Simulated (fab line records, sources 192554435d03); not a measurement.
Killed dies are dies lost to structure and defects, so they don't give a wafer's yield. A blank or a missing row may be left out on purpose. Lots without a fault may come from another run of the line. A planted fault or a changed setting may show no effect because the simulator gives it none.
Problem report in the 8D (eight disciplines) form, filled by code | flow n5_finfet | the parts of the form that need people (team, actions taken, sign-off) are left out

1. THE PROBLEM
h2_flow_sccm at N5_BEOL_M12_STRIP_37 reads a mean of 2913 sccm on 2 wafers of 2 lots; wafers without a fault read 3248 sccm with a standard deviation of 9.3. That is -36 standard deviations from the usual mean.
The step: strips in N2/H2.
First seen on wafer L881.3, day 14 02:19, on plasma_asher-01. The record holds 30 wafers of 10 lots with a number at this step. Rule for "out", or "out of limits": more than 4 standard deviations from the usual mean. The other wafers with a number count as sound.

2. WHAT IT IS AND WHAT IT IS NOT
question                    | is                | is not
which readings at this step | h2_flow_sccm      | drypump_motor_current_A, heater_power_w, oes_product_au
which lots                  | L881, L883        | L870, L872, L873, L875, L876, L878, L890, L892
which wafers of those lots  | L881.3, L883.2    | L881.4, L881.6, L883.4, L883.6
read on which tools         | plasma_asher-01   | plasma_asher-02
when                        | from day 14 02:19 | up to then (20 sound wafers); but 8 sound wafers of L883, L890, L892 came after

3. SUSPECTS, AND WHAT RULES EACH OUT
Counting: a tool at a process step up to the reading stays a suspect if it ran every lot that is out. Sound lots after the first of them don't rule it out here, since some wafers of a struck lot are sound.
- rie_diel-06 at N5_BEOL_M12_DESCUM_33 (chemistry O2, time 7.9 s): kept. It ran every lot that is out, first L881 (day 14 01:44); its last sound lot up to then is L873 (day 12 08:02).
- plasma_asher-01 at N5_BEOL_M12_STRIP_37 (strips in N2/H2): kept. It ran every lot that is out, first L881 (day 14 02:19); its last sound lot up to then is L876 (day 13 10:46). Its own readings are out on those wafers: h2_flow_sccm.
- Within plasma_asher-01 at N5_BEOL_M12_STRIP_37: the wafers that are out ran in chamber 1; their sound lot-mates ran in chamber 0.
Left after counting: rie_diel-06 at N5_BEOL_M12_DESCUM_33, plasma_asher-01 at N5_BEOL_M12_STRIP_37.

4. THE CAUSE (what the simulator had put in)
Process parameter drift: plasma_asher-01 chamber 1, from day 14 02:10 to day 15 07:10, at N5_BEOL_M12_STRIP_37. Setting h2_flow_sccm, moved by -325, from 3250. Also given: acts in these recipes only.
Counting left 2 suspects, and this tool is among them.

5. THE CHAIN OF EFFECTS, in route order
Each row: a reading whose mean over the struck wafers that have a number lies more than 3 standard deviations from the usual. Only readings for which the record gives a usual standard deviation are gone through. hours: the time from each lot's start at the first step in this table that gives one to its start at this step, as a median over the lots. sigmas: the change in usual standard deviations.
hours | step                 | reading      | usual     | on struck wafers | change | sigmas
0     | N5_BEOL_M12_STRIP_37 | h2_flow_sccm | 3248 sccm | 2913             | -335   | -36
The process steps in it:
- N5_BEOL_M12_STRIP_37: strips in N2/H2.

6. WHAT WOULD HAVE CAUGHT IT SOONER
In this record the first reading out of limits was taken at day 14 02:19, 0 hours after the fault began at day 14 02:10.
